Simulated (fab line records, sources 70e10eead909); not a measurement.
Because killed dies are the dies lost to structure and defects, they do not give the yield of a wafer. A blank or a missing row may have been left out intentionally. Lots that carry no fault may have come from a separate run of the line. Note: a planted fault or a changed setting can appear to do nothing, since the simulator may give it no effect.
Matching of chambers + flow nandHarc + NHARC_A_CHANNEL_FILL_D1_ETCHBACK_20 on rieDiel-01 has 4 sister chambers
The step etches the open film in C4F8/O2/Ar, target depth 27 nm, time 13.5 s. 7 wafers are shown with their chamber, then 7 later ones without.

## EACH WAFER AND ITS CHAMBER
| wafer  | chamber | rfVppV (V) | biasW (W) |
|--------|---------|------------|-----------|
| L081.4 | 1       | 982        | 1496      |
| L086.3 | 3       | 971        | 1499      |
| L084.2 | 0       | 979        | 1504      |
| L084.3 | 2       | 984        | 1504      |
| L084.4 | 0       | 977        | 1505      |
| L090.1 | 3       | 970        | 1501      |
| L090.2 | 2       | 982        | 1495      |

## WAFERS MISSING THEIR CHAMBER
| wafer  | rfVppV (V) | biasW (W) |
|--------|------------|-----------|
| L090.3 | 976        | 1497      |
| L096.1 | 981        | 1498      |
| L096.3 | 971        | 1502      |
| L096.4 | 977        | 1501      |
| L097.2 | 982        | 1503      |
| L097.3 | 971        | 1497      |
| L097.6 | 970        | 1504      |

## WHICH CHAMBER EACH WENT THROUGH
| wafer  | from the rows above     | in truth |
|--------|-------------------------|----------|
| L090.3 | can't be placed: 0 or 3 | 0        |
| L096.1 | can't be placed: 1 or 2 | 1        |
| L096.3 | 3                       | 3        |
| L096.4 | 0                       | 0        |
| L097.2 | can't be placed: 2 or 1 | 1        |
| L097.3 | 3                       | 3        |
| L097.6 | 3                       | 3        |
Placed correctly: 4 of 7. Cannot be placed on the basis of these rows: 3; the candidates contain the true chamber in 3. Wrongly placed: 0.
How it was worked out, from the rows above alone: a wafer's distance from a chamber is the root of the sum, over the readings, of the square of ((its reading less the chamber's mean) divided by the reading's scatter). If the next closest chamber is less than 2 further off than the closest, the wafer can't be placed; otherwise it belongs to the closest. A chamber's mean is the mean of its shown wafers. The scatter: take each reading less its chamber's mean, square it, sum over the shown wafers, divide by the number of wafers less the number of chambers, and take the root.
